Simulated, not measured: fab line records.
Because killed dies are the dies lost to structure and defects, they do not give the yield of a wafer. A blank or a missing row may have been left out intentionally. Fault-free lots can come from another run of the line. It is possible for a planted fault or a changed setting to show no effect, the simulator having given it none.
Split-lot trial || flow n5_finfet || on a route of 1938 steps: 7 lots, 39 wafers read

## SPLIT DETAILS
At N5_DUMMY_GATE_ETCH_37 (etches SOC in N2/H2, target depth 60 nm, overetch 30 nm), the setting source_w was moved away from the recipe's 840 W on 15 of the 39 wafers read, by -9.2% to +11.8%. This setting was run at the recipe's value on the other wafers.

The split's own step is where the reading is taken.

## THE READING
rf_vpp_V, in V, at N5_DUMMY_GATE_ETCH_37 (etches SOC in N2/H2, target depth 60 nm, overetch 30 nm). A value of 523.8 V with a standard deviation of 2.1 V is what fault-free wafers of this fab line usually give.

{"wafer": "L074.1", "tool, chamber at the split": "rie_diel-02, 2", "source_w as run, W": 840, "against the recipe": "recipe", "rf_vpp_V, V": 526.2, "against lot-mates on the recipe": "-"}
{"wafer": "L074.2", "tool, chamber at the split": "rie_diel-02, 3", "source_w as run, W": 840, "against the recipe": "recipe", "rf_vpp_V, V": 524.3, "against lot-mates on the recipe": "-"}
{"wafer": "L074.3", "tool, chamber at the split": "rie_diel-02, 0", "source_w as run, W": 774.9, "against the recipe": "-7.8%", "rf_vpp_V, V": 535.8, "against lot-mates on the recipe": "+11.5"}
{"wafer": "L074.4", "tool, chamber at the split": "rie_diel-02, 1", "source_w as run, W": 774.9, "against the recipe": "-7.8%", "rf_vpp_V, V": 534.7, "against lot-mates on the recipe": "+10.4"}
{"wafer": "L074.5", "tool, chamber at the split": "rie_diel-02, 1", "source_w as run, W": 840, "against the recipe": "recipe", "rf_vpp_V, V": 522.5, "against lot-mates on the recipe": "-"}
{"wafer": "L074.6", "tool, chamber at the split": "rie_diel-02, 2", "source_w as run, W": 774.9, "against the recipe": "-7.8%", "rf_vpp_V, V": 541.0, "against lot-mates on the recipe": "+16.7"}
{"wafer": "L079.1", "tool, chamber at the split": "rie_diel-04, 3", "source_w as run, W": 840, "against the recipe": "recipe", "rf_vpp_V, V": 522.5, "against lot-mates on the recipe": "-"}
{"wafer": "L079.2", "tool, chamber at the split": "rie_diel-04, 2", "source_w as run, W": 762.6, "against the recipe": "-9.2%", "rf_vpp_V, V": 540.5, "against lot-mates on the recipe": "+17.2"}
{"wafer": "L079.3", "tool, chamber at the split": "rie_diel-04, 0", "source_w as run, W": 762.6, "against the recipe": "-9.2%", "rf_vpp_V, V": 538.1, "against lot-mates on the recipe": "+14.8"}
{"wafer": "L079.4", "tool, chamber at the split": "rie_diel-04, 0", "source_w as run, W": 762.6, "against the recipe": "-9.2%", "rf_vpp_V, V": 537.5, "against lot-mates on the recipe": "+14.2"}
{"wafer": "L079.5", "tool, chamber at the split": "rie_diel-04, 2", "source_w as run, W": 840, "against the recipe": "recipe", "rf_vpp_V, V": 524.4, "against lot-mates on the recipe": "-"}
{"wafer": "L079.6", "tool, chamber at the split": "rie_diel-04, 3", "source_w as run, W": 840, "against the recipe": "recipe", "rf_vpp_V, V": 523.0, "against lot-mates on the recipe": "-"}
{"wafer": "L080.1", "tool, chamber at the split": "rie_diel-05, 3", "source_w as run, W": 774.4, "against the recipe": "-7.8%", "rf_vpp_V, V": 536.2, "against lot-mates on the recipe": "+12.7"}
{"wafer": "L080.2", "tool, chamber at the split": "rie_diel-05, 0", "source_w as run, W": 840, "against the recipe": "recipe", "rf_vpp_V, V": 524.5, "against lot-mates on the recipe": "-"}
{"wafer": "L080.3", "tool, chamber at the split": "rie_diel-05, 2", "source_w as run, W": 774.4, "against the recipe": "-7.8%", "rf_vpp_V, V": 540.1, "against lot-mates on the recipe": "+16.6"}
{"wafer": "L080.4", "tool, chamber at the split": "rie_diel-05, 2", "source_w as run, W": 774.4, "against the recipe": "-7.8%", "rf_vpp_V, V": 542.4, "against lot-mates on the recipe": "+18.9"}
{"wafer": "L080.5", "tool, chamber at the split": "rie_diel-05, 3", "source_w as run, W": 840, "against the recipe": "recipe", "rf_vpp_V, V": 521.1, "against lot-mates on the recipe": "-"}
{"wafer": "L080.6", "tool, chamber at the split": "rie_diel-05, 0", "source_w as run, W": 840, "against the recipe": "recipe", "rf_vpp_V, V": 525.0, "against lot-mates on the recipe": "-"}
{"wafer": "L081.3", "tool, chamber at the split": "rie_diel-04, 0", "source_w as run, W": 840, "against the recipe": "recipe", "rf_vpp_V, V": 520.5, "against lot-mates on the recipe": "-"}
{"wafer": "L081.5", "tool, chamber at the split": "rie_diel-04, 3", "source_w as run, W": 840, "against the recipe": "recipe", "rf_vpp_V, V": 524.1, "against lot-mates on the recipe": "-"}
{"wafer": "L081.6", "tool, chamber at the split": "rie_diel-04, 2", "source_w as run, W": 840, "against the recipe": "recipe", "rf_vpp_V, V": 523.1, "against lot-mates on the recipe": "-"}
{"wafer": "L082.1", "tool, chamber at the split": "rie_diel-02, 0", "source_w as run, W": 840, "against the recipe": "recipe", "rf_vpp_V, V": 524.0, "against lot-mates on the recipe": "-"}
{"wafer": "L082.2", "tool, chamber at the split": "rie_diel-02, 1", "source_w as run, W": 840, "against the recipe": "recipe", "rf_vpp_V, V": 520.5, "against lot-mates on the recipe": "-"}
{"wafer": "L082.3", "tool, chamber at the split": "rie_diel-02, 2", "source_w as run, W": 840, "against the recipe": "recipe", "rf_vpp_V, V": 527.2, "against lot-mates on the recipe": "-"}
{"wafer": "L082.4", "tool, chamber at the split": "rie_diel-02, 3", "source_w as run, W": 840, "against the recipe": "recipe", "rf_vpp_V, V": 524.4, "against lot-mates on the recipe": "-"}
{"wafer": "L082.5", "tool, chamber at the split": "rie_diel-02, 0", "source_w as run, W": 840, "against the recipe": "recipe", "rf_vpp_V, V": 524.4, "against lot-mates on the recipe": "-"}
{"wafer": "L082.6", "tool, chamber at the split": "rie_diel-02, 3", "source_w as run, W": 840, "against the recipe": "recipe", "rf_vpp_V, V": 524.2, "against lot-mates on the recipe": "-"}
{"wafer": "L088.1", "tool, chamber at the split": "rie_diel-04, 1", "source_w as run, W": 923.6, "against the recipe": "+10.0%", "rf_vpp_V, V": 508.4, "against lot-mates on the recipe": -14.5}
{"wafer": "L088.2", "tool, chamber at the split": "rie_diel-04, 3", "source_w as run, W": 840, "against the recipe": "recipe", "rf_vpp_V, V": 522.0, "against lot-mates on the recipe": "-"}
{"wafer": "L088.3", "tool, chamber at the split": "rie_diel-04, 2", "source_w as run, W": 840, "against the recipe": "recipe", "rf_vpp_V, V": 523.3, "against lot-mates on the recipe": "-"}
{"wafer": "L088.4", "tool, chamber at the split": "rie_diel-04, 0", "source_w as run, W": 923.6, "against the recipe": "+10.0%", "rf_vpp_V, V": 505.5, "against lot-mates on the recipe": -17.4}
{"wafer": "L088.5", "tool, chamber at the split": "rie_diel-04, 0", "source_w as run, W": 923.6, "against the recipe": "+10.0%", "rf_vpp_V, V": 506.0, "against lot-mates on the recipe": -16.9}
{"wafer": "L088.6", "tool, chamber at the split": "rie_diel-04, 3", "source_w as run, W": 840, "against the recipe": "recipe", "rf_vpp_V, V": 523.3, "against lot-mates on the recipe": "-"}
{"wafer": "L093.1", "tool, chamber at the split": "rie_diel-05, 2", "source_w as run, W": 939, "against the recipe": "+11.8%", "rf_vpp_V, V": 507.1, "against lot-mates on the recipe": -17.8}
{"wafer": "L093.2", "tool, chamber at the split": "rie_diel-05, 1", "source_w as run, W": 840, "against the recipe": "recipe", "rf_vpp_V, V": 525.4, "against lot-mates on the recipe": "-"}
{"wafer": "L093.3", "tool, chamber at the split": "rie_diel-05, 3", "source_w as run, W": 939, "against the recipe": "+11.8%", "rf_vpp_V, V": 501.7, "against lot-mates on the recipe": -23.2}
{"wafer": "L093.4", "tool, chamber at the split": "rie_diel-05, 0", "source_w as run, W": 840, "against the recipe": "recipe", "rf_vpp_V, V": 524.2, "against lot-mates on the recipe": "-"}
{"wafer": "L093.5", "tool, chamber at the split": "rie_diel-05, 0", "source_w as run, W": 840, "against the recipe": "recipe", "rf_vpp_V, V": 525.0, "against lot-mates on the recipe": "-"}
{"wafer": "L093.6", "tool, chamber at the split": "rie_diel-05, 3", "source_w as run, W": 939, "against the recipe": "+11.8%", "rf_vpp_V, V": 503.2, "against lot-mates on the recipe": -21.7}

THE FIT
A straight line over all 39 wafers: rf_vpp_V changes by -1.73 V for each +1% of source_w; r = -0.98; the points scatter about the line by 2 V.
The same after taking each lot's own level away (the mean of its wafers on the recipe; 39 wafers): -1.74 V for each +1%; r = -0.98; scatter 1.9 V.
That fit puts the effect of the largest move of source_w on the reading at 21 V.
The span of the lots' own levels, 522.57 to 524.87 V, comes to 1.1 times the standard deviation stated above.
The two slopes agree, so the slope changes little with the lot-to-lot level.
Check: with one of the wafers moved furthest among these (+11.8%) left out of the fit, the line predicts -20.8 V for it against its lot-mates. It came out at -17.8 V against them.
Tool readings at the split's step, against how far the setting was moved: rf_vpp_V r = -0.98.

## THE OTHER SPLITS THESE WAFERS WENT THROUGH
Other splits were also applied to these wafers ahead of the reading. Each is held against what the fit with the lots' levels taken away leaves over:
{"other split on the same wafers": "N5_FIN_SAQP_MANDREL_ETCH_22 target_depth_a", "wafers away from the commonest value": 18, "r with rf_vpp_V (lot level and that fit taken away)": "+0.13"}

## FILE'S OWN FIT
rf_vpp_V changes by -1.74 V for each +1% of source_w, r = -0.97.
